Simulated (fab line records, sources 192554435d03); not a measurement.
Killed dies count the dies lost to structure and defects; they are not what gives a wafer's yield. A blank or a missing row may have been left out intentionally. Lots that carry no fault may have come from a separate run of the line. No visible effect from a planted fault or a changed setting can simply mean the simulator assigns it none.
fab line records | flow n5Finfet
record lots=14 | wafers=42 | lastDay=17
route steps=1938 shown BEOL_M13@1692 BEOL_M14@1731
lots with no fault: from the same line, run without faults
startH: hours from the record's opening day to when the first of the lot's shown wafers began | waitH: hours from the lot's prior step to this one | " the same as in the row above | L1.1+2: a single row standing in for several wafers | - no value, or no start was given | * or withheld: withheld | < > ~ a bound
route shown NAME@n: NAME is a module with steps in the file, n the number in the route of the first one | usual: mean and standard deviation over wafers with no fault | same: alike in all rows | chamber/n: place in a boat | sites: each site's reading | _std_site: how widely they spread, as a standard deviation | _edge_site: inner sites' mean taken away from outer sites' mean | radiusMm: for every site, how far away it sits from the centre of the wafer | mask NAME#n: copy n | behind: the most recent tool/chamber to have shaped the wafer | hold: the reason the lot was held/the length of the hold in hours/how it ended | device: transistor that didn't switch, given as n, p or np | end of line: the route-end tests of the same wafers | a step given without rows: its recipe and nothing more | killed: not the wafer's yield, but the dies lost to structure and defects at the first sort | map: the dies of a wafer, with x for killed, . for not killed, _ for no die there
set.NAME: the setting the step ran with; set.NAME@STEP: the setting that earlier step ran with | model.NAME: the simulator's own value behind a step, which no gauge read
one table for each step of the route and one row for each wafer, over a sample of lots
services: the hour from which a tool's chamber was out of use, counted from the record's first day as startH (under 0 if before that day), plus the number of hours and why
## steps
# step N5_BEOL_M13_DESCUM_33
# recipe chemistry=O2 | timeS=7.9 | sourcePowerW=50 | biasPowerW=20 | pressureMtorr=20 | rfFrequencyHz=2.712e+07 | tempC=40 | o2FlowSccm=225
# usual drypumpMotorCurrentA=5.4/0.46 | oesProductAu=0.80/0.098 | rfVppV=243.5/1.3 | showerheadPlenumPTorr=2.11/0.065 | throttleValvePct=20.30/0.28
lot.wafer | tool       | chamber | startH | waitH | drypumpMotorCurrentA | oesProductAu | rfHoursCounterH | rfVppV | showerheadPlenumPTorr | throttleValvePct
L774.1    | rieDiel-04 | 1       | 224.30 | 0.0   | 5.1                  | 0.98         | 9               | 243.9  | 2.12                  | 19.93
L774.3    | "          | 0       | "      | "     | 5.4                  | 0.91         | 30              | 240.7  | 2.05                  | 20.28
L774.6    | "          | 2       | "      | "     | 4.7                  | 0.89         | -               | 244.7  | 2.21                  | 20.18
L776.1    | rieDiel-02 | 2       | 233.58 | 0.0   | 5.1                  | 0.71         | 223             | 244.2  | 2.07                  | 20.34
L776.4    | "          | 3       | "      | "     | 4.9                  | 0.84         | 58              | 242.2  | 2.03                  | 20.42
L776.6    | "          | 2       | "      | "     | 5.1                  | 0.71         | -               | 243.1  | 2.07                  | 20.34
L775.1    | rieDiel-01 | 1       | 238.85 | 0.0   | 6.0                  | 0.94         | 18              | 242.6  | 2.05                  | 19.89
L775.3    | "          | 3       | "      | "     | 5.7                  | 0.69         | 211             | 243.5  | 2.15                  | 20.37
L775.6    | "          | 3       | "      | "     | 5.7                  | 0.69         | -               | 245.4  | 2.15                  | 20.32
L777.2    | rieDiel-04 | 2       | 258.38 | 0.4   | 4.7                  | 0.86         | 47              | 244.9  | 2.21                  | 20.18
L777.3    | "          | 0       | "      | "     | 5.4                  | 0.89         | 40              | 242.7  | 2.05                  | 20.29
L777.5    | "          | 1       | "      | "     | 5.1                  | 0.94         | -               | 243.5  | 2.12                  | 19.97
L779.2    | rieDiel-01 | 1       | 264.78 | 0.0   | 6.0                  | 0.94         | 25              | 242.6  | 2.05                  | 19.89
L779.4    | "          | 2       | "      | "     | 5.4                  | 0.69         | 203             | 242.8  | 2.08                  | 20.60
L779.6    | "          | 2       | "      | "     | 5.4                  | 0.69         | -               | 243.9  | 2.08                  | 20.58
L778.1    | rieDiel-02 | 3       | 272.93 | 0.0   | 5.0                  | 0.84         | 72              | 242.2  | 2.02                  | 20.43
L778.2    | "          | 0       | "      | "     | 6.5                  | 0.91         | 18              | 243.7  | 2.13                  | 19.79
L778.5    | "          | 0       | "      | "     | 6.5                  | 0.92         | -               | 243.1  | 2.13                  | 19.79
L782.1    | rieDiel-01 | 0       | 273.13 | 0.0   | 5.3                  | 0.79         | 106             | 245.3  | 2.21                  | 20.45
L782.2    | "          | 2       | "      | "     | 5.5                  | 0.68         | 207             | 242.0  | 2.08                  | 20.61
L782.5    | "          | 2       | "      | "     | 5.4                  | 0.69         | -               | 245.1  | 2.08                  | 20.60
L783.2    | rieDiel-02 | 0       | 293.72 | 0.2   | 6.5                  | 0.90         | 25              | 244.1  | 2.12                  | 19.78
L783.3    | "          | 1       | "      | "     | 5.6                  | 0.73         | 193             | 244.1  | 2.16                  | 20.60
L783.4    | "          | 3       | "      | "     | 5.0                  | 0.82         | 79              | 240.8  | 2.02                  | 20.44
L785.1    | rieDiel-02 | 2       | 302.22 | 0.0   | 5.1                  | 0.69         | 247             | 242.1  | 2.06                  | 20.36
L785.2    | "          | 1       | "      | "     | 5.6                  | 0.72         | 195             | 245.0  | 2.16                  | 20.60
L785.3    | "          | 0       | "      | "     | 6.5                  | 0.90         | 27              | 243.7  | 2.12                  | 19.80
L793.2    | rieDiel-01 | 1       | 344.78 | 0.0   | 6.0                  | 0.88         | 50              | 243.0  | 2.04                  | 19.92
L793.5    | "          | 2       | "      | "     | 5.4                  | 0.68         | -               | 244.3  | 2.07                  | 20.63
L793.6    | "          | 3       | "      | "     | 5.7                  | 0.67         | -               | 242.7  | 2.14                  | 20.38
L794.3    | rieDiel-02 | 0       | 351.32 | 0.0   | 6.5                  | 0.86         | 44              | 243.0  | 2.12                  | 19.82
L794.4    | "          | 1       | "      | "     | 5.6                  | 0.72         | 212             | 244.1  | 2.15                  | 20.61
L794.5    | "          | 3       | "      | "     | 5.0                  | 0.81         | -               | 242.4  | 2.02                  | 20.47
L795.1    | rieDiel-02 | 0       | 352.62 | 0.0   | 6.5                  | 0.87         | 44              | 244.0  | 2.12                  | 19.83
L795.2    | "          | 3       | "      | "     | 4.9                  | 0.80         | 99              | 241.4  | 2.02                  | 20.45
L795.6    | "          | 1       | "      | "     | 5.6                  | 0.71         | -               | 244.2  | 2.15                  | 20.62
L796.1    | rieDiel-01 | 1       | 374.92 | 0.2   | 6.0                  | 0.87         | 61              | 241.5  | 2.04                  | 19.94
L796.2    | "          | 0       | "      | "     | 5.3                  | 0.77         | 139             | 245.0  | 2.19                  | 20.52
L796.5    | "          | 2       | "      | "     | 5.4                  | 0.67         | -               | 242.1  | 2.06                  | 20.65
L797.1    | rieDiel-04 | 1       | 374.93 | 0.1   | 5.1                  | 0.88         | 53              | 243.7  | 2.11                  | 19.98
L797.2    | "          | 3       | "      | "     | 5.9                  | 0.93         | 16              | 246.0  | 2.24                  | 20.58
L797.5    | "          | 0       | "      | "     | 5.4                  | 0.84         | -               | 242.7  | 2.04                  | 20.33
# step N5_BEOL_M13_DEGAS_41
# recipe ambient=vacuum | tempC=250 | timeS=60
# usual heaterPowerW=371/49
lot.wafer | tool          | chamber | startH | waitH | heaterPowerW
L774.1    | pvdSputter-02 | -       | 228.37 | 0.6   | 359
L774.3    | "             | -       | "      | "     | 375
L774.6    | "             | -       | "      | "     | 454
L776.1    | pvdSputter-02 | -       | 235.36 | 0.3   | 361
L776.4    | "             | -       | "      | "     | 366
L776.6    | "             | -       | "      | "     | 467
L775.1    | pvdSputter-01 | -       | 240.25 | 0.5   | 411
L775.3    | "             | -       | "      | "     | 334
L775.6    | "             | -       | "      | "     | 338
L777.2    | pvdSputter-01 | -       | 261.13 | 0.4   | 364
L777.3    | "             | -       | "      | "     | 336
L777.5    | "             | -       | "      | "     | 400
L779.2    | pvdSputter-01 | -       | 266.49 | 0.3   | 408
L779.4    | "             | -       | "      | "     | 353
L779.6    | "             | -       | "      | "     | 408
L778.1    | pvdSputter-02 | -       | 278.37 | 0.1   | 361
L778.2    | "             | -       | "      | "     | 371
L778.5    | "             | -       | "      | "     | 365
L782.1    | pvdSputter-03 | -       | 279.69 | 0.8   | 391
L782.2    | "             | -       | "      | "     | 279
L782.5    | "             | -       | "      | "     | 386
L783.2    | pvdSputter-02 | -       | 295.44 | 0.6   | 451
L783.3    | "             | -       | "      | "     | 303
L783.4    | "             | -       | "      | "     | 367
L785.1    | pvdSputter-01 | -       | 303.48 | 0.1   | 437
L785.2    | "             | -       | "      | "     | 343
L785.3    | "             | -       | "      | "     | 423
L793.2    | pvdSputter-01 | -       | 349.84 | 0.3   | 354
L793.5    | "             | -       | "      | "     | 408
L793.6    | "             | -       | "      | "     | 363
L795.1    | pvdSputter-01 | -       | 358.97 | 0.3   | 356
L795.2    | "             | -       | "      | "     | 404
L795.6    | "             | -       | "      | "     | 343
L794.3    | pvdSputter-03 | -       | 359.84 | 0.2   | 314
L794.4    | "             | -       | "      | "     | 390
L794.5    | "             | -       | "      | "     | 282
L797.1    | pvdSputter-03 | -       | 376.26 | 0.3   | 280
L797.2    | "             | -       | "      | "     | 386
L797.5    | "             | -       | "      | "     | 381
L796.1    | pvdSputter-02 | -       | 376.40 | 0.3   | 358
L796.2    | "             | -       | "      | "     | 302
L796.5    | "             | -       | "      | "     | 367
# step N5_BEOL_M13_THK_MEAS_50
# recipe thkMeasGauge=xrf | reads=Cu_of_BEOL_M13_ECD_47
# usual M13_THK=419/6.7
lot.wafer | tool         | chamber | startH | waitH | M13_THK[nm]
L774.1    | filmMetro-01 | -       | 229.48 | -     | 430
L774.3    | "            | -       | "      | "     | 420
L774.6    | "            | -       | "      | "     | 420
L776.1    | filmMetro-01 | -       | 236.47 | -     | 415
L776.4    | "            | -       | "      | "     | 414
L776.6    | "            | -       | "      | "     | 416
L775.1    | filmMetro-01 | -       | 241.36 | -     | 425
L775.3    | "            | -       | "      | "     | 410
L775.6    | "            | -       | "      | "     | 413
L777.2    | filmMetro-02 | -       | 262.24 | -     | 418
L777.3    | "            | -       | "      | "     | 415
L777.5    | "            | -       | "      | "     | 421
L779.2    | filmMetro-01 | -       | 267.62 | -     | 429
L779.4    | "            | -       | "      | "     | 416
L779.6    | "            | -       | "      | "     | 414
L778.1    | filmMetro-01 | -       | 279.60 | -     | 422
L778.2    | "            | -       | "      | "     | 418
L778.5    | "            | -       | "      | "     | 418
L782.1    | filmMetro-01 | -       | 280.80 | -     | 427
L782.2    | "            | -       | "      | "     | 413
L782.5    | "            | -       | "      | "     | 416
L783.2    | filmMetro-02 | -       | 296.55 | -     | 417
L783.3    | "            | -       | "      | "     | 420
L783.4    | "            | -       | "      | "     | 420
L785.1    | filmMetro-02 | -       | 304.60 | -     | 416
L785.2    | "            | -       | "      | "     | 419
L785.3    | "            | -       | "      | "     | 424
L793.2    | filmMetro-02 | -       | 350.95 | -     | 417
L793.5    | "            | -       | "      | "     | 404
L793.6    | "            | -       | "      | "     | 421
L795.1    | filmMetro-01 | -       | 360.08 | -     | 420
L795.2    | "            | -       | "      | "     | 426
L795.6    | "            | -       | "      | "     | 421
L794.3    | filmMetro-02 | -       | 361.23 | -     | 419
L794.4    | "            | -       | "      | "     | 423
L794.5    | "            | -       | "      | "     | 427
L797.1    | filmMetro-02 | -       | 378.26 | -     | 424
L797.2    | "            | -       | "      | "     | 420
L797.5    | "            | -       | "      | "     | 417
L796.1    | filmMetro-02 | -       | 378.67 | -     | 423
L796.2    | "            | -       | "      | "     | 416
L796.5    | "            | -       | "      | "     | 416
# step N5_BEOL_M14_VIA_ETCH_16
# recipe chemistry=C4F8/O2/Ar | target=SiO2 | heInnerTorr=15 | heOuterTorr=30 | targetDepthA=12313 | timeS=withheld | ionEnergyEv=800 | pressureMtorr=20 | sourceW=1905 | biasW=2040 | Ar_flow_sccm=400 | C4F8_flow_sccm=16 | O2_flow_sccm=12 | ends=cleared
# usual C4F8_flow_sccm=16.00/0.047 | O2_flow_sccm=12.00/0.036 | drypumpMotorCurrentA=5.7/0.43 | oes_f_703_au=0.79/0.078 | oesProductAu=0.71/0.078 | rfVppV=2230/35 | showerheadPlenumPTorr=3.42/0.12 | throttleValvePct=30.79/0.2
lot.wafer | tool       | chamber | startH | waitH | C4F8_flow_sccm | O2_flow_sccm | drypumpMotorCurrentA | oes_f_703_au | oesProductAu | rfVppV | showerheadPlenumPTorr | throttleValvePct
L774.1    | rieDiel-03 | 0       | 230.34 | 0.0   | 16.00          | 12.06        | 6.1                  | 0.80         | 0.71         | 2213   | 3.33                  | 31.04
L774.3    | "          | 2       | "      | "     | 15.99          | 12.00        | 6.2                  | 0.75         | 0.65         | 2215   | 3.29                  | 30.85
L774.6    | "          | 3       | "      | "     | 15.91          | 12.04        | 5.6                  | 0.83         | 0.77         | 2235   | 3.35                  | 30.83
L776.1    | rieDiel-06 | 1       | 237.90 | 0.0   | 16.11          | 11.99        | 5.4                  | 0.76         | 0.68         | 2208   | 3.41                  | 30.48
L776.4    | "          | 1       | "      | "     | 16.03          | 12.03        | 5.4                  | 0.77         | 0.68         | 2209   | 3.41                  | 30.47
L776.6    | "          | 3       | "      | "     | 15.94          | 12.06        | 6.5                  | 0.71         | 0.63         | 2221   | 3.28                  | 30.76
L775.1    | rieDiel-06 | 3       | 242.30 | 0.0   | 16.05          | 11.98        | 6.5                  | 0.71         | 0.63         | 2221   | 3.28                  | 30.77
L775.3    | "          | 1       | "      | "     | 15.96          | 12.03        | 5.4                  | 0.76         | 0.68         | 2209   | 3.41                  | 30.48
L775.6    | "          | 2       | "      | "     | 15.99          | 12.01        | 5.7                  | 0.91         | 0.82         | 2195   | 3.62                  | 30.48
L777.2    | rieDiel-06 | 0       | 263.43 | 0.0   | 15.98          | 11.95        | 5.1                  | 0.92         | 0.85         | 2271   | 3.51                  | 30.85
L777.3    | "          | 3       | "      | "     | 15.97          | 12.03        | 6.5                  | 0.70         | 0.63         | 2220   | 3.28                  | 30.78
L777.5    | "          | 2       | "      | "     | 16.06          | 11.96        | 5.6                  | 0.89         | 0.80         | 2196   | 3.62                  | 30.48
L779.2    | rieDiel-03 | 0       | 268.48 | 0.0   | 16.11          | 12.03        | 6.1                  | 0.79         | 0.71         | 2213   | 3.33                  | 31.06
L779.4    | "          | 2       | "      | "     | 15.96          | 12.00        | 6.2                  | 0.74         | 0.65         | 2213   | 3.28                  | 30.87
L779.6    | "          | 0       | "      | "     | 16.07          | 12.01        | 6.1                  | 0.79         | 0.70         | 2211   | 3.33                  | 31.05
L778.1    | rieDiel-06 | 0       | 280.46 | 0.0   | 16.02          | 11.97        | 5.0                  | 0.91         | 0.85         | 2269   | 3.51                  | 30.85
L778.2    | "          | 1       | "      | "     | 15.99          | 11.98        | 5.4                  | 0.75         | 0.67         | 2207   | 3.41                  | 30.50
L778.5    | "          | 3       | "      | "     | 16.04          | 11.96        | 6.4                  | 0.70         | 0.62         | 2218   | 3.28                  | 30.79
L782.1    | rieDiel-05 | 2       | 282.41 | 0.0   | 15.94          | 12.02        | 5.7                  | 0.72         | 0.65         | 2283   | 3.56                  | 30.62
L782.2    | "          | 0       | "      | "     | 15.94          | 12.06        | 5.7                  | 0.72         | 0.63         | 2159   | 3.39                  | 30.92
L782.5    | "          | 3       | "      | "     | 16.04          | 11.94        | 5.2                  | 0.85         | 0.76         | 2252   | 3.36                  | 31.13
L783.2    | rieDiel-03 | 3       | 297.47 | 0.0   | -              | -            | -                    | -            | -            | -      | -                     | -
L783.3    | "          | 1       | "      | "     | -              | -            | -                    | -            | -            | -      | -                     | -
L783.4    | "          | 0       | "      | "     | -              | -            | -                    | -            | -            | -      | -                     | -
L785.1    | rieDiel-05 | 1       | 305.49 | 0.0   | -              | -            | -                    | -            | -            | -      | -                     | -
L785.2    | "          | 3       | "      | "     | -              | -            | -                    | -            | -            | -      | -                     | -
L785.3    | "          | 2       | "      | "     | -              | -            | -                    | -            | -            | -      | -                     | -
L793.2    | rieDiel-03 | 0       | 351.82 | 0.0   | 15.89          | 12.01        | 6.1                  | 0.76         | 0.67         | 2211   | 3.31                  | 31.07
L793.5    | "          | 1       | "      | "     | 16.01          | 11.99        | 5.3                  | 0.86         | 0.77         | 2282   | 3.47                  | 30.95
L793.6    | "          | 2       | "      | "     | 16.06          | 11.95        | 6.2                  | 0.72         | 0.63         | 2214   | 3.26                  | 30.88
L795.1    | rieDiel-06 | 0       | 360.95 | 0.0   | 15.98          | 11.98        | 5.0                  | 0.85         | 0.79         | 2269   | 3.50                  | 30.87
L795.2    | "          | 3       | "      | "     | 15.99          | 12.01        | 6.4                  | 0.92         | 0.83         | 2255   | 3.67                  | 30.66
L795.6    | "          | 2       | "      | "     | 15.99          | 12.02        | 5.7                  | 0.84         | 0.75         | 2194   | 3.60                  | 30.51
L794.3    | rieDiel-05 | 3       | 362.09 | 0.0   | 16.03          | 12.02        | 5.2                  | 0.81         | 0.74         | 2250   | 3.34                  | 31.17
L794.4    | "          | 3       | "      | "     | 16.08          | 11.98        | 5.2                  | 0.81         | 0.75         | 2251   | 3.34                  | 31.16
L794.5    | "          | 2       | "      | "     | 15.96          | 11.98        | 5.7                  | 0.70         | 0.64         | 2281   | 3.54                  | 30.64
L797.1    | rieDiel-03 | 2       | 379.12 | 0.0   | 15.94          | 12.04        | 6.2                  | 0.72         | 0.61         | 2213   | 3.26                  | 30.89
L797.2    | "          | 3       | "      | "     | 15.98          | 11.99        | 5.6                  | 0.76         | 0.72         | 2233   | 3.33                  | 30.88
L797.5    | "          | 0       | "      | "     | 16.00          | 11.99        | 6.1                  | 0.76         | 0.68         | 2209   | 3.31                  | 31.09
L796.1    | rieDiel-06 | 3       | 379.73 | 0.0   | 15.97          | 11.93        | 6.5                  | 0.91         | 0.82         | 2258   | 3.66                  | 30.65
L796.2    | "          | 0       | "      | "     | 16.03          | 12.04        | 5.0                  | 0.84         | 0.78         | 2270   | 3.49                  | 30.85
L796.5    | "          | 2       | "      | "     | 15.98          | 11.99        | 5.6                  | 0.83         | 0.75         | 2194   | 3.60                  | 30.52
# step N5_BEOL_M14_CD_MEAS_17
# recipe targetCdNm=250 | polarity=opening
# usual cdNm=251.0/2.3
lot.wafer | tool     | chamber | startH | waitH | cdNm
L774.1    | cdSem-01 | -       | 230.69 | 0.0   | 249.1
L774.3    | "        | -       | "      | "     | 252.5
L774.6    | "        | -       | "      | "     | 253.0
L776.1    | cdSem-02 | -       | 238.24 | 0.0   | 248.9
L776.4    | "        | -       | "      | "     | 248.6
L776.6    | "        | -       | "      | "     | 249.9
L775.1    | cdSem-03 | -       | 242.65 | 0.0   | 249.0
L775.3    | "        | -       | "      | "     | 250.2
L775.6    | "        | -       | "      | "     | 249.4
L777.2    | cdSem-01 | -       | 263.78 | 0.0   | 250.3
L777.3    | "        | -       | "      | "     | 251.9
L777.5    | "        | -       | "      | "     | 248.1
L779.2    | cdSem-02 | -       | 268.83 | 0.0   | 251.4
L779.4    | "        | -       | "      | "     | 253.6
L779.6    | "        | -       | "      | "     | 252.8
L778.1    | cdSem-02 | -       | 280.81 | 0.0   | 251.6
L778.2    | "        | -       | "      | "     | 248.4
L778.5    | "        | -       | "      | "     | 253.2
L782.1    | cdSem-03 | -       | 282.75 | 0.0   | 248.3
L782.2    | "        | -       | "      | "     | 252.5
L782.5    | "        | -       | "      | "     | 248.2
L783.2    | cdSem-02 | -       | 297.82 | 0.0   | -
L783.3    | "        | -       | "      | "     | -
L783.4    | "        | -       | "      | "     | -
L785.1    | cdSem-01 | -       | 305.84 | 0.0   | -
L785.2    | "        | -       | "      | "     | -
L785.3    | "        | -       | "      | "     | -
L793.2    | cdSem-02 | -       | 352.17 | 0.0   | 251.8
L793.5    | "        | -       | "      | "     | 251.6
L793.6    | "        | -       | "      | "     | 252.9
L795.1    | cdSem-01 | -       | 361.29 | 0.0   | 250.0
L795.2    | "        | -       | "      | "     | 251.9
L795.6    | "        | -       | "      | "     | 250.5
L794.3    | cdSem-03 | -       | 362.44 | 0.0   | 245.8
L794.4    | "        | -       | "      | "     | 248.0
L794.5    | "        | -       | "      | "     | 244.9
L797.1    | cdSem-01 | -       | 379.47 | 0.0   | 245.5
L797.2    | "        | -       | "      | "     | 250.5
L797.5    | "        | -       | "      | "     | 247.1
L796.1    | cdSem-02 | -       | 380.08 | 0.0   | 254.2
L796.2    | "        | -       | "      | "     | 252.9
L796.5    | "        | -       | "      | "     | 254.0
## services
tool          | chamber | startH | hours | kind
rieDiel-06    | 0       | 219.61 | -     | clean
rieDiel-06    | 0       | 219.61 | -     | consumableReplace:focusRing
rieDiel-06    | 0       | 219.61 | 23.5  | scheduledDown
rieDiel-06    | 0       | 219.61 | 23.5  | ventCycle
rieDiel-03    | 0       | 223.19 | 7.0   | repair
rieDiel-02    | 0       | 227.10 | 2.8   | repair
rieDiel-06    | 3       | 249.82 | 7.8   | repair
rieDiel-02    | 1       | 264.14 | 12.0  | repair
rieDiel-06    | 1       | 268.25 | 3.5   | repair
rieDiel-05    | 1       | 280.42 | 2.5   | repair
pvdSputter-01 | -       | 290.79 | 0.8   | repair
pvdSputter-01 | -       | 294.87 | 7.9   | repair
rieDiel-02    | 2       | 311.35 | -     | clean
rieDiel-02    | 2       | 311.35 | -     | consumableReplace:focusRing
rieDiel-02    | 2       | 311.35 | 23.3  | scheduledDown
rieDiel-02    | 2       | 311.35 | 23.3  | ventCycle
rieDiel-06    | 3       | 326.48 | -     | clean
rieDiel-06    | 3       | 326.48 | -     | consumableReplace:focusRing
rieDiel-06    | 3       | 326.48 | -     | consumableReplace:showerhead
rieDiel-06    | 3       | 326.48 | 11.6  | scheduledDown
rieDiel-06    | 3       | 326.48 | 11.6  | ventCycle
pvdSputter-02 | -       | 330.33 | 4.9   | repair
rieDiel-01    | 3       | 364.43 | -     | clean
rieDiel-04    | -       | 374.53 | 0.4   | repair
## key
firstSign step=N5_BEOL_M14_VIA_ETCH_16 | reading=toolRecord | direction=missing
effect step=N5_BEOL_M14_CD_MEAS_17 | reading=cdNm | direction=missing
metAt N5_BEOL_M14_VIA_ETCH_16
struckLots L783,L785
laterRowsLeftOut L783.2,L783.3,L783.4,L785.1,L785.2,L785.3
sortLeftOut L783.2,L783.3,L783.4,L785.1,L785.2,L785.3
notActingAt N5_BEOL_M13_DESCUM_33,N5_BEOL_M13_DEGAS_41,N5_BEOL_M13_THK_MEAS_50
onsetBetween 282.41 297.47
fault kind=skippedStepWhole | tool=rieDiel-03,rieDiel-05 | chamber=- | onsetH=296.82 | steps=N5_BEOL_M14_VIA_ETCH_16 | scope=struckLotsOnly
# sortLeftOut: the simulated sort isn't trusted on such a fault, so these wafers' sort isn't shown, and their yield isn't known
# laterRowsLeftOut: the simulator's readings of these wafers behind a module that went badly wrong aren't trusted and aren't shown, but for the sort
